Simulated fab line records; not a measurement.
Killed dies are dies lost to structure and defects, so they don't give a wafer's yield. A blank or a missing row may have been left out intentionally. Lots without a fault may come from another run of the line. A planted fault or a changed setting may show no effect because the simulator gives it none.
8D (eight disciplines) problem report, filled in by code ; flow n5 finfet ; the parts of the form that need people (team, actions taken, sign-off) are left out

## 1. WHAT IS WRONG
spin speed rpm at N5_BEOL_M13_COAT_04 reads a mean of 1573.4 rpm on 6 wafers of 2 lots; wafers without a fault read 1625.3 rpm with a standard deviation of 1. That puts it -52 standard deviations away from the usual mean.
The step: resist thk 400 nm.
Seen first at day 18 04:50 on litho track-04, wafer L133.3. At this step, 18 wafers from 6 lots have a number in the record. The rule behind "out" and "out of limits": a value lying over 4 standard deviations away from the usual mean. All remaining wafers that have a number are taken as sound.

## 2. WHAT IT IS, WHAT IT ISN'T
question;is;is not
which readings at this step;spin speed rpm;exhaust pa
which lots;L133, L134;L118, L120, L135, L137
which wafers of those lots;all that have a number;-
read on which tools;litho track-04;litho track-02, litho track-03
when;from day 18 04:50;"up to then (6 sound wafers); but 6 sound wafers of L135, L137 came after"

## 3. THE SUSPECTS, EACH WITH WHAT RULES IT OUT
Counting: a tool at any process step up to the reading remains a suspect when it ran all the lots that are out and ran no sound lot after the first of those.
- litho track-04 at N5_BEOL_M13_COAT_04 (resist thk 400 nm): kept. It ran every lot that is out, first L133 (day 18 04:50), and no sound lot after that; its last sound lot up to then is L118 (day 14 05:02). Out on those wafers are its own readings of spin speed rpm.
The count leaves litho track-04 at N5_BEOL_M13_COAT_04.

## 4. THE CAUSE (what the simulator had put in)
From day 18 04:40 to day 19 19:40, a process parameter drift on litho track-04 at N5_BEOL_M13_COAT_04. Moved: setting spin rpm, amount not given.
Only this tool survived the counting.

## 5. THE EFFECT CHAIN, in route order
Rows list readings where the struck wafers' mean (over those with a number) sits beyond 3 standard deviations from the usual. Only readings whose record carries a usual standard deviation are examined. hours: median over the lots of the time between each lot's start at the first step of this table that gives one and its start at this step. sigmas: the change, counted in usual standard deviations.
hours;step;reading;usual;on struck wafers;change;sigmas
0;N5_BEOL_M13_COAT_04;spin speed rpm;1625.3 rpm;1573.4;-51.9;-52
The process steps in it:
- N5_BEOL_M13_COAT_04: resist thk 400 nm.
Later steps that measure or inspect, where all struck wafers having a row at the step show a number for every such reading and not one has moved that far: N5_BEOL_M13_CD_MEAS_10, N5_BEOL_M13_OVL_MEAS_11, N5_BEOL_M13_INSPECT_12.

## 6. HOW IT WOULD HAVE BEEN CAUGHT EARLIER
0 hours passed between the start of the fault at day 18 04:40 and the first reading out of limits in this record, taken at day 18 04:50.
